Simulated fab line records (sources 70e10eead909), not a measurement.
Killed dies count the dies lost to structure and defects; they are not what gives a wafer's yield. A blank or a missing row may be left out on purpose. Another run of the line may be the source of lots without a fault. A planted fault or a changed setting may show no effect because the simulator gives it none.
fab line records    flow nand_harc
[record] lots = 5  wafers = 15  last_day = 24
route steps=1159 shown P_ZERO_WELL@44 END@1159
lots with no fault: from the same line, run without faults
start_h: start of the lot's first displayed wafer, in hours after the record's first day    wait_h: time in hours since the lot's previous step    " identical to the entry in the row above    L1.1+2: several wafers, shown together as one row    - value missing, or start not given    * or withheld: withheld    < > ~ a bound
route shown NAME@n: NAME is a module with steps in the file, n the number in the route of the first one    usual: average and standard deviation across the fault-free wafers    same: alike in all rows    chamber/n: place in a boat    sites: each site's reading    _std_site: standard deviation of those values    _edge_site: mean of outer sites minus mean of inner sites    radius_mm: how far each site lies from the wafer's centre    mask NAME#n: copy n    behind: the last tool/chamber to shape the wafer    hold: why the lot was held/for how many hours/how that ended    device: transistor that didn't switch, given as n, p or np    end of line: the tests these same wafers got at the end of their route    a step with no rows: only its recipe    killed: the dies lost at the first sort to structure and to defects; this is not the yield of the wafer    map: per-die view of a wafer (x killed, . not killed, _ where there is no die)
set.NAME: the run value of the setting; set.NAME@STEP: its run value at that earlier step    model.NAME: the simulator's own value behind a step, which no gauge read
lots seen at some steps along the route; tables by step, rows by wafer
services: when a tool's chamber went out of use (start_h, in hours from the record's first day, below 0 if earlier), for how many hours, and the reason
[[steps]]
[step NHARC_P_ZERO_WELL_CD_MEAS_37]
[recipe] target_cd_nm = 720  landing_energy_ev = 500
[usual] cd_nm = 719.6/1.8
lot.wafer  tool       chamber  start_h  wait_h  cd_nm
L791.2     cd_sem-03  0        40.36    -       717.9
L791.3     "          0        "        "       719.0
L791.4     "          0        "        "       720.0
L796.3     cd_sem-03  0        70.10    -       719.6
L796.4     "          0        "        "       716.9
L796.6     "          0        "        "       718.8
L802.3     cd_sem-02  0        106.14   -       722.7
L802.4     "          0        "        "       716.9
L802.6     "          0        "        "       719.5
L803.2     cd_sem-01  0        111.89   -       720.1
L803.4     "          0        "        "       720.5
L803.5     "          0        "        "       716.7
L810.2     cd_sem-02  0        154.39   -       717.3
L810.4     "          0        "        "       718.8
L810.6     "          0        "        "       716.8
[step NHARC_P_ZERO_WELL_HARDBAKE_38]
[recipe] temp_c = 125  time_s = 80
[step NHARC_P_ZERO_WELL_DESCUM_39]
[recipe] time_s = 3  o2_flow_sccm = 200  ar_flow_sccm = 0  bias_power_w = 0  chemistry = O2
[usual] drypump_motor_current_A = 5.6/0.44  oes_product_au = 0.997/0.011  rf_vpp_V = 57.8/0.85  showerhead_plenum_p_Torr = 1.91/0.075  throttle_valve_pct = 11.312/0.0086
lot.wafer  tool         chamber  start_h  wait_h  drypump_motor_current_A  oes_product_au  rf_hours_counter_h  rf_vpp_V  showerhead_plenum_p_Torr  throttle_valve_pct
L791.3     rie_diel-04  1        40.53    -       5.3                      0.995           5                   58.2      1.89                      11.298
L791.4     "            2        "        "       6.5                      1.012           6                   57.7      2.00                      11.303
L791.2     "            3        "        "       5.2                      1.014           7                   57.9      1.93                      11.309
L796.3     rie_diel-07  3        70.25    -       5.6                      0.980           1                   58.8      1.92                      11.317
L796.4     "            2        "        "       5.3                      0.984           1                   57.7      1.88                      11.324
L796.6     "            3        "        "       5.6                      0.983           -                   57.6      1.92                      11.323
L802.3     rie_diel-04  1        106.29   -       5.2                      1.003           8                   58.4      1.89                      11.313
L802.4     "            0        "        "       5.4                      0.991           9                   56.6      2.05                      11.316
L802.6     "            1        "        "       5.2                      1.002           -                   57.0      1.89                      11.309
L803.2     rie_diel-07  1        112.05   -       5.4                      1.005           4                   58.9      1.93                      11.305
L803.4     "            2        "        "       5.4                      1.000           4                   57.7      1.88                      11.312
L803.5     "            1        "        "       5.3                      1.000           -                   58.7      1.93                      11.315
L810.4     rie_diel-06  3        154.58   -       5.9                      0.991           7                   57.3      1.99                      11.289
L810.2     "            0        "        "       5.0                      0.992           7                   57.5      1.85                      11.309
L810.6     "            2        "        "       5.8                      0.991           -                   56.2      1.86                      11.320
[step NHARC_P_ZERO_WELL_IMPLANT_40]
[recipe] energy_kev = 300  dose_cm2 = 1e+13  tilt_deg = 7
[step NHARC_P_ZERO_WELL_IMPLANT_59]
[recipe] energy_kev = 120  dose_cm2 = 5e+12  tilt_deg = 7
[step NHARC_P_ZERO_WELL_IMPLANT_60]
[recipe] energy_kev = 30  dose_cm2 = 2e+12  tilt_deg = 7
[step NHARC_P_ZERO_WELL_STRIP_41]
[recipe] time_s = 840  temp_c = 130  chemistry = SPM
[step NHARC_P_ZERO_WELL_DEHYDRATE_44]
[recipe] temp_c = 150  time_s = 120
[step NHARC_P_ZERO_WELL_HMDS_45]
[recipe] time_s = 30
[step NHARC_P_ZERO_WELL_COAT_46]
[recipe] spin_rpm = withheld
[step NHARC_P_ZERO_WELL_SOFTBAKE_47]
[recipe] temp_c = 122  time_s = 95
[step NHARC_P_ZERO_WELL_EBR_48]
[step NHARC_P_ZERO_WELL_EXPOSE_49]
[recipe] na = 0.6  target_cd_nm = 2000  dose_mj = 22.64  mask_id = P_HVPW
lot.wafer   tool            chamber  start_h  wait_h  mask
L791.2+3+4  krf_scanner-03  0        41.85    -       P_HVPW#0
L796.3+4+6  krf_scanner-02  0        71.61    -       P_HVPW#0
L802.3+4+6  krf_scanner-02  0        107.65   -       P_HVPW_R1#0
L803.2+4+5  krf_scanner-02  0        113.24   -       P_HVPW#0
L810.2+4+6  krf_scanner-04  0        155.89   -       P_HVPW#0
[step NHARC_P_ZERO_WELL_PEB_50]
[recipe] peb_temp_c = 118  peb_time_s = 85
[step NHARC_P_ZERO_WELL_DEVELOP_51]
[recipe] time_s = 70
[step NHARC_P_ZERO_WELL_CD_MEAS_52]
[recipe] target_cd_nm = 2000  landing_energy_ev = 500
[usual] cd_nm = 2000.2/1.8
lot.wafer  tool       chamber  start_h  wait_h  cd_nm
L791.2     cd_sem-02  0        42.00    -       2000.2
L791.3     "          0        "        "       2001.4
L791.4     "          0        "        "       2000.6
L796.3     cd_sem-01  0        71.77    -       1999.2
L796.4     "          0        "        "       1999.6
L796.6     "          0        "        "       1998.4
L802.3     cd_sem-03  0        107.80   -       1804.0
L802.4     "          0        "        "       1805.4
L802.6     "          0        "        "       1804.4
L803.2     cd_sem-01  0        113.40   -       1999.6
L803.4     "          0        "        "       1997.9
L803.5     "          0        "        "       1996.6
L810.2     cd_sem-01  0        156.05   -       2002.4
L810.4     "          0        "        "       2002.5
L810.6     "          0        "        "       2002.3
[step NHARC_P_ZERO_WELL_HARDBAKE_53]
[recipe] temp_c = 125  time_s = 80
[step NHARC_P_ZERO_WELL_DESCUM_54]
[recipe] time_s = 3  o2_flow_sccm = 200  ar_flow_sccm = 0  bias_power_w = 0  chemistry = O2
[usual] drypump_motor_current_A = 5.5/0.43  oes_product_au = 0.999/0.01  rf_vpp_V = 57.7/0.85  showerhead_plenum_p_Torr = 1.91/0.079  throttle_valve_pct = 11.311/0.0091
lot.wafer  tool         chamber  start_h  wait_h  drypump_motor_current_A  oes_product_au  rf_hours_counter_h  rf_vpp_V  showerhead_plenum_p_Torr  throttle_valve_pct  model.P_ZERO_WELL.cd_nm
L791.3     rie_diel-07  2        42.18    -       5.3                      0.995           12                  57.9      1.88                      11.313              2001
L791.2     "            3        "        "       5.6                      0.998           9                   58.1      1.92                      11.297              2000
L791.4     "            1        "        "       5.3                      0.993           12                  58.5      1.93                      11.290              2002
L796.3     rie_diel-04  1        71.92    -       5.2                      1.016           7                   57.6      1.89                      11.294              1999
L796.4     "            2        "        "       6.5                      1.008           7                   59.2      2.00                      11.319              2000
L796.6     "            2        "        "       6.5                      1.008           -                   58.7      2.00                      11.319              1999
L802.3     rie_diel-04  2        107.98   -       6.5                      1.013           9                   58.3      2.00                      11.303              1805
L802.4     "            3        "        "       5.2                      1.020           11                  58.8      1.93                      11.301              1806
L802.6     "            0        "        "       5.4                      0.999           -                   59.4      2.05                      11.325              1804
L803.2     rie_diel-06  2        113.58   -       5.8                      0.993           3                   56.6      1.86                      11.315              2000
L803.4     "            0        "        "       5.0                      0.994           3                   56.4      1.86                      11.306              1998
L803.5     "            2        "        "       5.7                      0.991           -                   57.8      1.86                      11.312              1996
L810.4     rie_diel-07  1        156.22   -       5.4                      1.009           7                   56.9      1.93                      11.299              2004
L810.2     "            2        "        "       5.3                      0.989           7                   59.0      1.87                      11.297              2002
L810.6     "            0        "        "       6.1                      0.987           -                   57.0      1.80                      11.311              2002
[step NHARC_P_ZERO_WELL_IMPLANT_55]
[recipe] energy_kev = 180  dose_cm2 = 8e+11  tilt_deg = 7
[step NHARC_END_SORT_01]
[recipe] temp_c = 25
[usual] killed_at_array = 27/8  killed_at_other = 0.8/1.2  killed_at_periphery = 3.3/2.3  killed_dies = 31/8.8  killed_open = 3.2/2.1  killed_short = 2.1/1.4
[same] gross_dies = 677
lot.wafer  tool       chamber  start_h  wait_h  killed_at_array  killed_at_other  killed_at_periphery  killed_dies  killed_open  killed_short
L791.2     prober-02  0        454.53   2.8     14               0                2                    16           3            0
L791.3     prober-02  0        455.33   3.1     28               0                2                    30           1            3
L791.4     prober-02  0        456.12   3.4     22               0                0                    22           2            2
L796.3     prober-02  0        495.59   3.1     31               0                2                    33           3            1
L796.4     prober-02  0        496.39   3.4     26               1                6                    33           4            3
L796.6     prober-02  0        498.01   4.0     42               2                2                    46           5            3
L802.3     prober-02  0        539.25   3.1     18               1                5                    24           2            1
L802.4     prober-02  0        540.06   3.4     17               4                12                   33           2            1
L802.6     prober-02  0        541.67   4.0     22               2                3                    27           0            6
L803.2     prober-01  0        540.62   2.8     29               2                10                   41           1            6
L803.4     prober-01  0        542.23   3.4     30               4                4                    38           3            1
L803.5     prober-01  0        543.04   3.7     35               0                5                    40           1            5
// killed by level:class
L791.2 A_CHANNEL_HOLE_D1:chamber_film_flake=10 P_M0:geometric_particle:open=1 P_M1:geometric_particle:open=1 A_CONTACT:geometric_particle:open=1 A_STAIRCASE:chamber_film_flake=1 A_SLIT:chamber_film_flake=1 A_CONTACT:chamber_film_flake=1
L791.3 A_CHANNEL_HOLE_D1:chamber_film_flake=12 A_STAIRCASE:chamber_film_flake=6 A_SLIT:chamber_film_flake=3 A_CONTACT:chamber_film_flake=3 A_WL_FILL:geometric_particle:short=2 P_M0:geometric_particle:short=1 A_CHANNEL_FILL_D1:geometric_particle:open=1 P_GATE:chamber_film_flake=1
L791.4 A_CHANNEL_HOLE_D1:chamber_film_flake=10 A_STAIRCASE:chamber_film_flake=5 A_ONON_D1:geometric_particle:short=2 A_CONTACT:chamber_film_flake=2 A_ONON_D1:geometric_particle:open=1 A_CONTACT:geometric_particle:open=1 A_SLIT:chamber_film_flake=1
L796.3 A_CHANNEL_HOLE_D1:chamber_film_flake=13 A_CONTACT:chamber_film_flake=8 A_CHANNEL_FILL_D1:chamber_film_flake=2 A_STAIRCASE:chamber_film_flake=2 A_WL_FILL:chamber_film_flake=2 P_CONTACT:geometric_particle:open=1 A_CHANNEL_FILL_D1:geometric_particle:open=1 A_M0:geometric_particle:open=1
L796.4 A_CHANNEL_HOLE_D1:chamber_film_flake=9 A_CONTACT:chamber_film_flake=5 A_WL_FILL:chamber_film_flake=4 P_ZERO_WELL:chamber_film_flake=3 A_CONTACT:geometric_particle:open=2 P_STI:chamber_film_flake=2 A_ONON_D1:geometric_particle:short=1 A_CHANNEL_FILL_D1:geometric_particle:short=1
L796.6 A_CHANNEL_HOLE_D1:chamber_film_flake=26 A_WL_FILL:chamber_film_flake=3 A_M0:geometric_particle:short=2 A_M1:geometric_particle:open=2 A_CHANNEL_FILL_D1:chamber_film_flake=2 A_STAIRCASE:chamber_film_flake=2 A_CONTACT:chamber_film_flake=2 A_CHANNEL_FILL_D1:geometric_particle:open=1
L802.3 A_CHANNEL_HOLE_D1:chamber_film_flake=8 P_ZERO_WELL:area_expose=5 A_STAIRCASE:chamber_film_flake=4 A_CONTACT:chamber_film_flake=3 A_SGD_CUT:geometric_particle:short=1 A_SGD_CUT:geometric_particle:open=1 A_CONTACT:geometric_particle:open=1 THIN_TSV:chamber_film_flake=1
L802.4 P_ZERO_WELL:area_expose=10 A_CONTACT:chamber_film_flake=6 A_CHANNEL_HOLE_D1:chamber_film_flake=5 THIN_TSV:chamber_film_flake=4 A_STAIRCASE:chamber_film_flake=2 P_CONTACT:geometric_particle:open=1 A_CHANNEL_HOLE_D1:geometric_particle:short=1 A_SGD_CUT:geometric_particle:open=1
L803.2 A_CHANNEL_HOLE_D1:chamber_film_flake=10 P_M2:chamber_film_flake=5 A_M0:geometric_particle:short=4 A_M1:chamber_film_flake=4 A_CONTACT:chamber_film_flake=4 P_GATE:chamber_film_flake=3 A_SLIT:chamber_film_flake=3 A_STAIRCASE:chamber_film_flake=2
L802.6 A_CONTACT:chamber_film_flake=12 A_CHANNEL_HOLE_D1:chamber_film_flake=4 A_CHANNEL_HOLE_D1:geometric_particle:short=2 THIN_TSV:chamber_film_flake=2 P_ZERO_WELL:area_expose=2 P_M0:geometric_particle:short=1 A_SOURCE_PLATE:geometric_particle:short=1 A_ONON_D1:geometric_particle:short=1
L803.4 A_CHANNEL_HOLE_D1:chamber_film_flake=11 A_CONTACT:chamber_film_flake=8 A_SLIT:chamber_film_flake=4 THIN_TSV:chamber_film_flake=4 A_M1:chamber_film_flake=3 P_M2:chamber_film_flake=2 P_CONTACT:geometric_particle:open=1 A_CHANNEL_FILL_D1:geometric_particle:open=1
L803.5 A_CHANNEL_HOLE_D1:chamber_film_flake=15 A_CONTACT:chamber_film_flake=10 A_ONON_D1:geometric_particle:short=2 P_GATE:chamber_film_flake=2 P_M2:chamber_film_flake=2 A_SLIT:chamber_film_flake=2 A_M1:chamber_film_flake=2 A_CHANNEL_FILL_D1:geometric_particle:short=1
[[services]]
tool            chamber  start_h  hours  kind
rie_diel-04     0        17.72    -      clean
rie_diel-04     1        17.72    -      clean
rie_diel-04     2        17.72    -      clean
rie_diel-04     3        17.72    -      clean
rie_diel-07     0        30.20    -      clean
rie_diel-07     1        30.20    -      clean
rie_diel-07     2        30.20    -      clean
rie_diel-07     3        30.20    -      clean
krf_scanner-02  -        38.00    4.0    pm
rie_diel-04     0        42.22    -      clean
rie_diel-04     1        42.22    -      clean
rie_diel-04     2        42.22    -      clean
rie_diel-07     -        51.20    9.0    pm
rie_diel-06     -        63.43    1.2    repair
rie_diel-06     -        64.65    9.0    pm
krf_scanner-04  -        65.63    0.8    repair
krf_scanner-04  -        77.82    5.7    repair
rie_diel-07     1        81.10    3.2    repair
rie_diel-04     -        112.22   9.0    pm
rie_diel-04     1        124.64   1.5    repair
krf_scanner-04  -        126.00   4.0    pm
rie_diel-07     0        131.40   3.7    repair
krf_scanner-02  -        141.19   0.5    repair
rie_diel-07     1        145.11   7.5    repair
[[key]]
[first_sign] step = NHARC_P_ZERO_WELL_EXPOSE_49  reading = mask  direction = changed
[effect] step = NHARC_P_ZERO_WELL_CD_MEAS_52  reading = cd_nm  direction = down  sigmas = 99+  usual = 2000.2  struck = 1804.6
[model_effect] step = NHARC_P_ZERO_WELL_DESCUM_54  value = P_ZERO_WELL.cd_nm  without = 1998  struck = 1805
met_at NHARC_P_ZERO_WELL_EXPOSE_49
struck_wafers L802.3,L802.4,L802.6
tester_left_out L802
onset_between 71.61 107.65
[fault] kind = wrong_mask  tool = any  chamber = -  onset_h = 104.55  steps = NHARC_P_ZERO_WELL_EXPOSE_49  aux_copy = P_HVPW_R1#0  cd_offset_nm = -193.88  scope = struck_lots_only
// tester_left_out: of these lots the tester's yield and bins aren't shown, on N5 and GAA mostly nor the transistor test; their killed dies are dies lost to structure and defects alone, not to doping, threshold or leakage, so they don't give the yield
